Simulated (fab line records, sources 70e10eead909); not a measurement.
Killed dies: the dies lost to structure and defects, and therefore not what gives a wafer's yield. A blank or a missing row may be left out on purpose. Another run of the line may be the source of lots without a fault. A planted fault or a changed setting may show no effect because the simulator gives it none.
Which tool was responsible? + flow nandHarc + Sampling: 14 lots, 42 wafers, 4 of 1302 route steps

## WHAT EACH GAUGE READ, for each wafer
The record holds no reading of a measuring or inspecting step that can be judged against a usual standard deviation.

## TOOL THAT RAN EACH LOT (tool first, then ch and the chambers of the sampled wafers, then the start)
| lot  | NHARC_A_CHANNEL_HOLE_D2_ETCH_23 | NHARC_A_CHANNEL_FILL_D2_ALD_02  | NHARC_A_CHANNEL_FILL_D2_ALD_15               | NHARC_A_CHANNEL_FILL_D2_ETCHBACK_19 |
|------|---------------------------------|---------------------------------|----------------------------------------------|-------------------------------------|
| L760 | harEtch-02 ch 0,1, day 12 23:04 | aldHk-04 ch 0,2,3, day 13 03:37 | aldSinBatch-01 ch 0, day 14 05:20 or earlier | rieSi-02 ch 0,1,3, day 14 05:20     |
| L761 | harEtch-01 ch 0,1, day 13 07:28 | aldHk-04 ch 0,1,2, day 13 11:53 | aldSinBatch-03 ch 0, day 14 12:49 or earlier | rieSi-05 ch 0,1,3, day 14 12:49     |
| L763 | harEtch-02 ch 0,1, day 14 12:38 | aldHk-04 ch 0,3, day 14 16:53   | aldSinBatch-03 ch 0, day 15 20:02 or earlier | rieSi-05 ch 0,2,3, day 15 20:02     |
| L762 | harEtch-01 ch 0,1, day 14 16:28 | aldHk-02 ch 0,2,3, day 14 21:18 | aldSinBatch-03 ch 0, day 15 20:02 or earlier | rieSi-06 ch 2,3, day 15 20:02       |
| L764 | harEtch-02 ch 0,1, day 14 16:35 | aldHk-02 ch 1,2,3, day 14 21:31 | aldSinBatch-03 ch 0, day 15 20:04 or earlier | rieSi-02 ch 0,1,3, day 15 20:04     |
| L766 | harEtch-01 ch 0,1, day 16 01:54 | aldHk-04 ch 0,2,3, day 16 06:32 | aldSinBatch-03 ch 0, day 16 19:30            | rieSi-05 ch 1,2,3, day 17 09:37     |
| L767 | harEtch-02 ch 1, day 16 05:18   | aldHk-02 ch 0,1,3, day 16 14:59 | aldSinBatch-03 ch 0, day 17 17:07 or earlier | rieSi-05 ch 0,2,3, day 17 17:07     |
| L769 | harEtch-01 ch 0,1, day 17 10:39 | aldHk-01 ch 0,1,2, day 17 15:29 | aldSinBatch-02 ch 0, day 18 12:44 or earlier | rieSi-02 ch 0,3, day 18 12:44       |
| L771 | harEtch-02 ch 0,1, day 17 21:57 | aldHk-04 ch 0,1,3, day 18 02:28 | aldSinBatch-02 ch 0, day 19 00:23 or earlier | rieSi-02 ch 0,1, day 19 00:23       |
| L772 | harEtch-01 ch 0,1, day 18 08:26 | aldHk-02 ch 0,1,3, day 18 13:06 | aldSinBatch-02 ch 0, day 19 16:02 or earlier | rieSi-02 ch 0,1,3, day 19 16:02     |
| L781 | harEtch-01 ch 0,1, day 22 06:41 | aldHk-01 ch 0,1,2, day 22 11:09 | aldSinBatch-03 ch 0, day 23 12:37 or earlier | rieSi-05 ch 0,2,3, day 23 12:37     |
| L780 | harEtch-02 ch 0,1, day 22 08:16 | aldHk-04 ch 0,1, day 22 12:37   | aldSinBatch-03 ch 0, day 23 12:38 or earlier | rieSi-06 ch 0,1,2, day 23 12:38     |
| L782 | harEtch-02 ch 0,1, day 22 13:36 | aldHk-01 ch 0,2,3, day 22 18:11 | aldSinBatch-02 ch 0, day 23 19:28 or earlier | rieSi-05 ch 0,2,3, day 23 19:28     |
| L783 | harEtch-01 ch 0,1, day 23 06:05 | aldHk-01 ch 0,2,3, day 23 11:08 | aldSinBatch-02 ch 0, day 24 08:44 or earlier | rieSi-02 ch 1,3, day 24 08:44       |
- NHARC_A_CHANNEL_HOLE_D2_ETCH_23: etches the open film in C4F8/O2/Ar, time 819 s, target depth 1600 nm.
- NHARC_A_CHANNEL_FILL_D2_ALD_02: deposits SiO2, target thk 6 nm, pulse time 10 s, ald cycles 60.
- NHARC_A_CHANNEL_FILL_D2_ALD_15: deposits SiNx, target thk 2 nm, pulse time 60 s, ald cycles 19.
- NHARC_A_CHANNEL_FILL_D2_ETCHBACK_19: etches the open film in HBr/Cl2, target depth 5 nm, time 1.7 s.

## AS READ BY THE TOOLS THEMSELVES (means over the sampled wafers that have a number; for cases with no such wafer, the mark the record gives instead)
NHARC_A_CHANNEL_HOLE_D2_ETCH_23. Usual: drypumpMotorCurrentA 5.99 A, standard deviation 0.27; mfcArSccm 375.1 sccm, standard deviation 1.3; oesAirLineAu 0.999 a.u., standard deviation 0.022; showerheadPlenumPTorr 3.63 Torr, standard deviation 0.15; throttleValvePct 32.156 %, standard deviation 0.0095.
| lot  | tool       | drypumpMotorCurrentA (A) | mfcArSccm (sccm) | oesAirLineAu (a.u.) | showerheadPlenumPTorr (Torr) | throttleValvePct (%) | flag |
|------|------------|--------------------------|------------------|---------------------|------------------------------|----------------------|------|
| L760 | harEtch-02 | 6.08                     | 376.7            | 0.999               | 3.63                         | 32.157               |      |
| L761 | harEtch-01 | 5.83                     | 374.7            | 0.985               | 3.64                         | 32.157               |      |
| L763 | harEtch-02 | 6.08                     | 374.2            | 1.019               | 3.62                         | 32.155               |      |
| L762 | harEtch-01 | 5.84                     | 376.9            | 1.013               | 3.63                         | 32.158               |      |
| L764 | harEtch-02 | 6.30                     | 374.0            | 1.019               | 3.50                         | 32.156               |      |
| L766 | harEtch-01 | 5.85                     | 375.7            | 0.984               | 3.62                         | 32.153               |      |
| L767 | harEtch-02 | 6.51                     | 374.8            | 0.979               | 3.39                         | 32.149               |      |
| L769 | harEtch-01 | 5.86                     | 374.8            | 1.023               | 3.56                         | 32.158               |      |
| L771 | harEtch-02 | 6.29                     | 373.5            | 0.995               | 3.85                         | 32.158               |      |
| L772 | harEtch-01 | 5.84                     | 375.5            | 1.004               | 3.60                         | 32.163               |      |
| L781 | harEtch-01 | 5.84                     | 374.7            | 0.990               | 3.57                         | 32.147               |      |
| L780 | harEtch-02 | 6.10                     | 374.2            | 0.986               | 3.74                         | 32.155               |      |
| L782 | harEtch-02 | 6.09                     | 375.3            | 1.008               | 3.74                         | 32.164               |      |
| L783 | harEtch-01 | 5.83                     | 375.2            | 0.994               | 3.57                         | 32.144               |      |

NHARC_A_CHANNEL_FILL_D2_ALD_02. Usual: heaterPowerW 471 W, standard deviation 62; precursorPulseHeightRel 1.002, standard deviation 0.018.
| lot  | tool     | heaterPowerW (W) | precursorPulseHeightRel | flag |
|------|----------|------------------|-------------------------|------|
| L760 | aldHk-04 | 429              | 1.017                   |      |
| L761 | aldHk-04 | 421              | 0.988                   |      |
| L763 | aldHk-04 | 474              | 0.997                   |      |
| L762 | aldHk-02 | 477              | 0.984                   |      |
| L764 | aldHk-02 | 457              | 0.986                   |      |
| L766 | aldHk-04 | 427              | 0.999                   |      |
| L767 | aldHk-02 | 488              | 1.002                   |      |
| L769 | aldHk-01 | 526              | 1.009                   |      |
| L771 | aldHk-04 | 470              | 1.010                   |      |
| L772 | aldHk-02 | 490              | 1.000                   |      |
| L781 | aldHk-01 | 538              | 1.000                   |      |
| L780 | aldHk-04 | 473              | 1.019                   |      |
| L782 | aldHk-01 | 514              | 1.017                   |      |
| L783 | aldHk-01 | 509              | 0.996                   |      |

NHARC_A_CHANNEL_FILL_D2_ALD_15. Usual: precursorPulseHeightRel at 0.999, with a standard deviation of 0.019.
| lot  | tool           | precursorPulseHeightRel | flag |
|------|----------------|-------------------------|------|
| L760 | aldSinBatch-01 | 0.993                   |      |
| L761 | aldSinBatch-03 | 0.997                   |      |
| L763 | aldSinBatch-03 | 0.992                   |      |
| L762 | aldSinBatch-03 | 1.015                   |      |
| L764 | aldSinBatch-03 | 1.006                   |      |
| L766 | aldSinBatch-03 | 1.003                   |      |
| L767 | aldSinBatch-03 | 0.995                   |      |
| L769 | aldSinBatch-02 | 0.985                   |      |
| L771 | aldSinBatch-02 | 1.003                   |      |
| L772 | aldSinBatch-02 | 0.981                   |      |
| L781 | aldSinBatch-03 | 1.001                   |      |
| L780 | aldSinBatch-03 | 1.009                   |      |
| L782 | aldSinBatch-02 | 0.984                   |      |
| L783 | aldSinBatch-02 | 1.018                   |      |

NHARC_A_CHANNEL_FILL_D2_ETCHBACK_19. Usual: drypumpMotorCurrentA 5.60 A, standard deviation 0.25; mfcCl2Sccm 50.01 sccm, standard deviation 0.15; oesProductAu 1.001 a.u., standard deviation 0.007; throttleValvePct 26.406 %, standard deviation 0.0088.
| lot  | tool     | drypumpMotorCurrentA (A) | mfcCl2Sccm (sccm) | oesProductAu (a.u.) | throttleValvePct (%) | flag |
|------|----------|--------------------------|-------------------|---------------------|----------------------|------|
| L760 | rieSi-02 | 5.67                     | 49.94             | 1.002               | 26.401               |      |
| L761 | rieSi-05 | 5.63                     | 50.05             | 0.994               | 26.408               |      |
| L763 | rieSi-05 | 5.67                     | 49.92             | 1.002               | 26.420               |      |
| L762 | rieSi-06 | 5.31                     | 50.01             | 1.002               | 26.404               |      |
| L764 | rieSi-02 | 5.66                     | 50.11             | 0.997               | 26.407               |      |
| L766 | rieSi-05 | 5.81                     | 49.86             | 1.000               | 26.406               |      |
| L767 | rieSi-05 | 5.67                     | 50.04             | 0.999               | 26.405               |      |
| L769 | rieSi-02 | 5.79                     | 49.98             | 1.007               | 26.406               |      |
| L771 | rieSi-02 | 5.51                     | 50.12             | 1.006               | 26.410               |      |
| L772 | rieSi-02 | 5.65                     | 49.97             | 0.999               | 26.404               |      |
| L781 | rieSi-05 | 5.66                     | 50.12             | 0.797               | 26.394               | OFF  |
| L780 | rieSi-06 | 5.39                     | 50.08             | 0.995               | 26.416               |      |
| L782 | rieSi-05 | 5.66                     | 49.91             | 0.796               | 26.409               | OFF  |
| L783 | rieSi-02 | 5.70                     | 49.96             | 1.009               | 26.414               |      |

## THE ANSWER, worked out from the rows above alone
Rule: take the mean of a lot's wafers that have a number; if it is more than 3 standard deviations from the usual mean, the lot is off. A lot without any number at a reading at which 4 lots or more have one is off too. Where the step has rows for the other lots, those lots are counted as sound. First the gauges in route order, then the tools' own readings, where a lot's mean is used as printed above. The first step at which some lot is off is used, and at that step the reading that is off furthest; a lot without a number counts as furthest.
Off: L781, L782, at NHARC_A_CHANNEL_FILL_D2_ETCHBACK_19 (oesProductAu).
A tool fits if, at that step or a process step before it, it ran every lot that is off, and no sound lot after the first of them. NHARC_A_CHANNEL_FILL_D2_ALD_15: start missing for some lots; hours and lot order therefore follow NHARC_A_CHANNEL_FILL_D2_ETCHBACK_19. One fits: rieSi-05 at NHARC_A_CHANNEL_FILL_D2_ETCHBACK_19. Its last sound lot is L767 (day 17 17:07), its first lot that is off L781 (day 23 12:37): a fault that began between those two fits.
On the lots that are off, the tool's own readings at NHARC_A_CHANNEL_FILL_D2_ETCHBACK_19 differ by more than 5 times the standard deviation of the sound lots' means, which bears it out; oesProductAu reads 0.796 a.u. there versus 1.001 a.u. on the sound lots.

## WHAT THE SIMULATOR HAD INSERTED
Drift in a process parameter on rieSi-05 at NHARC_A_CHANNEL_FILL_D2_ETCHBACK_19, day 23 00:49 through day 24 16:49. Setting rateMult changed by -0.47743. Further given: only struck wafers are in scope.
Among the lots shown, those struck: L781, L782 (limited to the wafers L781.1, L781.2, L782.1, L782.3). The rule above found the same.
